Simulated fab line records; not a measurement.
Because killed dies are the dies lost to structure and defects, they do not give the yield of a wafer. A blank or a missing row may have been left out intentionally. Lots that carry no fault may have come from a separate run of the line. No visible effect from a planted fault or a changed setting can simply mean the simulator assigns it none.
Which tool was responsible?    flow n5_finfet    36 wafers from 12 lots sampled at 2 of the route's 1938 steps

== WHAT THE GAUGES READ, wafer by wafer ==
N5_BEOL_M5_INSPECT_58: inspects for defects (darkfield).
lot   measured      on                 raw_defect_count
L326  day 11 02:27  defect_inspect-02  77 100 131
L325  day 11 07:14  defect_inspect-01  41 31 42
L327  day 11 22:54  defect_inspect-01  127 73 75
L332  day 12 14:02  defect_inspect-01  55 79 95
L330  day 13 01:23  defect_inspect-02  35 44 60
L334  day 13 11:07  defect_inspect-01  60 75 92
L333  day 13 12:20  defect_inspect-01  76 40 69
L336  day 13 18:11  defect_inspect-02  177 104 112
L335  day 14 11:25  defect_inspect-01  52 99 45
L341  day 15 22:37  defect_inspect-02  74 95 39
L343  day 16 08:58  defect_inspect-01  75 82 98
L347  day 17 02:39  defect_inspect-02  46 40 81

== EACH LOT AND THE TOOL THAT RAN IT (in order: tool; ch and the chambers of the sampled wafers; start) ==
lot   N5_BEOL_M5_CO_CAP_78
L326  cvd_co-02 ch 0,1,2, day 11 02:15
L325  cvd_co-01 ch 1,2, day 11 07:02
L327  cvd_co-02 ch 0,2, day 11 22:41
L332  cvd_co-02 ch 1,2, day 12 13:47
L330  cvd_co-02 ch 0,1,2, day 13 01:11
L334  cvd_co-02 ch 0,1, day 13 10:54
L333  cvd_co-02 ch 1,2, day 13 12:07
L336  cvd_co-01 ch 0,1,2, day 13 17:59
L335  cvd_co-01 ch 1,2, day 14 11:13
L341  cvd_co-01 ch 1, day 15 22:22
L343  cvd_co-01 ch 0,1,2, day 16 08:46
L347  cvd_co-01 ch 1,2, day 17 02:26
- N5_BEOL_M5_CO_CAP_78: material Co, precursor CCTBA/H2, target thk 2 nm, time 102.1 s.

== WHAT THE TOOLS THEMSELVES READ (means of the sampled wafers that have a number; where no wafer has one, the mark that the record gives instead) ==
N5_BEOL_M5_CO_CAP_78.
lot   tool       heater_power_w (W)
L326  cvd_co-02  271
L325  cvd_co-01  250
L327  cvd_co-02  261
L332  cvd_co-02  287
L330  cvd_co-02  272
L334  cvd_co-02  262
L333  cvd_co-02  286
L336  cvd_co-01  232
L335  cvd_co-01  247
L341  cvd_co-01  257
L343  cvd_co-01  236
L347  cvd_co-01  248

== THE ANSWER, worked out from the rows above alone ==
Rule: the usual values come from the lots themselves. Put in order of their means at a reading, lots are off if they are a third of the lots or fewer, leave a main group of 4 or more, and stand apart from it by a gap of 3 or more times the standard deviation of the main group's means; of several such gaps the widest counts. If all means in a main group match to the digits the tables above print for the reading, that group is not used. Also off: a lot with no number at a reading for which 4 or more lots have one. All remaining lots with rows at the step are treated as sound. Order of review: gauges by route order, followed by the tools' own readings, for which a lot's mean as printed above is used. At the first step where some lot is off, the reading lying furthest off is the one used; lots without a number count as furthest.
None of the lots is off at any reading shown; this tells nothing.

== WHAT HAD BEEN PUT IN BY THE SIMULATOR ==
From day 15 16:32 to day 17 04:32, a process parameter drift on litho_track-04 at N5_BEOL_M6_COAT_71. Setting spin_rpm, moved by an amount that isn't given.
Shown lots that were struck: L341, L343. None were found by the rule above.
